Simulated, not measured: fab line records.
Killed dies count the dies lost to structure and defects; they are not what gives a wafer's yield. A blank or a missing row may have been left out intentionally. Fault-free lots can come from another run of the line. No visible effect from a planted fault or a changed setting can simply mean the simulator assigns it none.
Comparing a struck lot with a sound one ; flow n5 finfet ; 39 steps out of a route of 1938
Sound: these wafers, L500.1, L500.4, L500.6. The struck wafers were L496.1, L496.3, L496.4. At the end, the cause is stated.
Per side, at each step with rows, come the tool, then ch with its chambers, and then its first start. Under that, the readings that differ: sound wafers ; struck wafers ; difference of the means ; sigmas: that difference in standard deviations of wafers without a fault.
alike: words and numbers the same on both sides, and readings whose means are apart by under 2 such deviations; not compared: readings that were withheld, readings missing a value for some wafer, numbers with overlapping values and no deviation given by the record, and bounds like >300 which may hide the same value.
The two part at a step that has a row with sigmas, a row that says differs or no value, or rows on one side only. When numbers do not overlap yet have no deviation, they are printed without sigmas and do not part them. A reading that every wafer of one side lacks parts them only if that side has two wafers or more.

first, 12 steps without rows for these wafers: N5_SD_EPI_N_ETCH_35 (etches SOC in N2/H2, overetch 108 nm, time 486 s); N5_SD_EPI_N_STRIP_36 (strips in N2/H2); N5_SD_EPI_N_ETCHBACK_44 (etches SiNx in CH3F/O2, stops on SiO2, target depth 14.5 nm); N5_SD_EPI_N_ETCH_45 (etches SiOCN in CH3F/O2, target depth 6 nm); N5_SD_EPI_N_ETCH_16 (etches SiO2 in CHF3/O2, target depth 5 nm); N5_SD_EPI_N_STRIP_47 (strips in CHF3/O2); N5_SD_EPI_N_SD_RECESS_17 (chemistry HBr/Cl2/O2, target depth 41 nm, time 23.7 s, bt time 3 s); N5_SD_EPI_N_STRIP_38 (strips in N2/H2); N5_SD_EPI_N_WET_ETCH_43 (etches SiO2 in dHF, time 14 s, target depth 1.5 nm); N5_SD_EPI_N_STRIP_18 (strips in SPM, time 750 s); N5_SD_EPI_N_SRD_20 (time 30 s); N5_SD_EPI_N_PRECLEAN_48 (cleans in NF3:NH3, afs cycles 2, time 20 s, sublimation time 60 s).
N5_SD_EPI_N_VAPOR_ETCH_50: etches Si in HCl, time 54 s.
  sound on epi rpcvd-02 ch 0, day 8 01:56; struck on epi rpcvd-03, day 7 04:05
  no value came back on the struck wafers for chamber pressure Torr (Torr), lamp inner pct (%), throttle valve pct (%), time s (s); on the sound wafers chamber pressure Torr (Torr) reads 20.00 20.05 19.98
then, 24 steps without rows for these wafers: N5_SD_EPI_N_EPI_21 (deposits Si:P, time 690 s); N5_SD_EPI_N_PRECLEAN_24 (cleans in O3/DIW, time 60 s); N5_SD_EPI_N_SRD_25 (time 30 s); N5_SD_EPI_N_PRECLEAN_49 (cleans in NF3:NH3, afs cycles 1, time 20 s, sublimation time 60 s); N5_SD_EPI_N_LINER_46 (material SiNx, target thk 3 nm); N5_SD_EPI_P_COAT_34 (time 60 s, resist thk 350 nm); N5_SD_EPI_P_COAT_35 (time 60 s, resist thk 35 nm); N5_SD_EPI_P_COAT_03 (resist thk 150 nm); N5_SD_EPI_P_EBR_05; N5_SD_EPI_P_SOFTBAKE_04 (time 60 s); N5_SD_EPI_P_EXPOSE_06 (exposes mask SD P BLK, target cd 240 nm); N5_SD_EPI_P_PEB_07 (peb time 60 s); N5_SD_EPI_P_DEVELOP_08 (develop time 30 s); N5_SD_EPI_P_DESCUM_14 (chemistry O2, time 7.9 s); N5_SD_EPI_P_ETCH_36 (etches SiARC in CF4, target depth 45.5 nm, time 75.8 s); N5_SD_EPI_P_ETCH_37 (etches SOC in N2/H2, overetch 108 nm, time 486 s); N5_SD_EPI_P_STRIP_38 (strips in N2/H2); N5_SD_EPI_P_ETCHBACK_46 (etches SiNx in CH3F/O2, stops on SiO2, target depth 17.5 nm); N5_SD_EPI_P_ETCH_47 (etches SiOCN in CH3F/O2, target depth 25 nm); N5_SD_EPI_P_ETCH_16 (etches SiO2 in CHF3/O2, target depth 5 nm); N5_SD_EPI_P_STRIP_50 (strips in CHF3/O2); N5_SD_EPI_P_SD_RECESS_17 (chemistry HBr/Cl2/O2, target depth 39.1 nm, bt time 3 s); N5_SD_EPI_P_WET_ETCH_45 (etches SiO2 in dHF, time 10.7 s, target depth 2 nm, rinse time 30 s); N5_SD_EPI_P_STRIP_40 (strips in N2/H2).
-- record jumps: 5 days separate the struck wafers' starts on either side; left off in module SD_EPI_P, taken up again in module BEOL_M4, whose first shown step is the route's number 1111 --
N5_BEOL_M4_RC_MEAS_101:
  sound on prober-01 ch 0, day 13 12:05; struck on prober-01 ch 0, day 12 13:23
reading;sound;struck;difference;sigmas
CJ_N;4.28 4.43 4.46;4.00 4.11 3.89;-0.39;-4
DIBL_N (mV/V);34.1 34.9 36.4;23.1 23.1 23.5;-11.9;-7
IOFF_N (nA/um);0.138 0.140 0.176;0.031 0.031 0.033;-0.120;-4
IOFF_N_85C (nA/um);2.7 2.8 3.4;0.8 0.8 0.9;-2.1;-5
IOFF_N_LIN (nA/um);0.069 0.068 0.082;0.020 0.020 0.021;-0.053;-5
IOFF_N_LONG (nA/um);5.71e-05 5.86e-05 5.81e-05;4.78e-05 4.75e-05 4.76e-05;-1.03e-05;-4
ION_N (uA/um);678 689 700;513 517 511;-175;-16
REXT_N (ohm.um);77.4 75.6 74.4;155.2 153.6 159.1;+80.2;+50
SS_N (mV/dec);70.6 71.3 71.7;69.0 69.1 69.3;-2.1;-4
VT_N (mV);250 252 249;280 275 277;+27;+9
VT_N_LVT (mV);99.4 100.8 97.1;124.5 124.9 124.8;+25.6;+9
  alike: DIBL_P, IOFF_P, ION_P, SS_P, VT_P
-- here the record skips 4 days between the struck wafers' starts before and after, leaving off in module BEOL_M4 and picking up in module PASSIVATION (first step shown: number 1936 of the route) --
N5_PASSIVATION_PROBE_49:
  the record has rows for the struck wafers here (prober-01, day 16 20:09) and none for the sound ones

== WHERE THEY PART ==
First at N5_SD_EPI_N_VAPOR_ETCH_50; last, within this record, at N5_PASSIVATION_PROBE_49.

WHY: the cause the simulator had injected
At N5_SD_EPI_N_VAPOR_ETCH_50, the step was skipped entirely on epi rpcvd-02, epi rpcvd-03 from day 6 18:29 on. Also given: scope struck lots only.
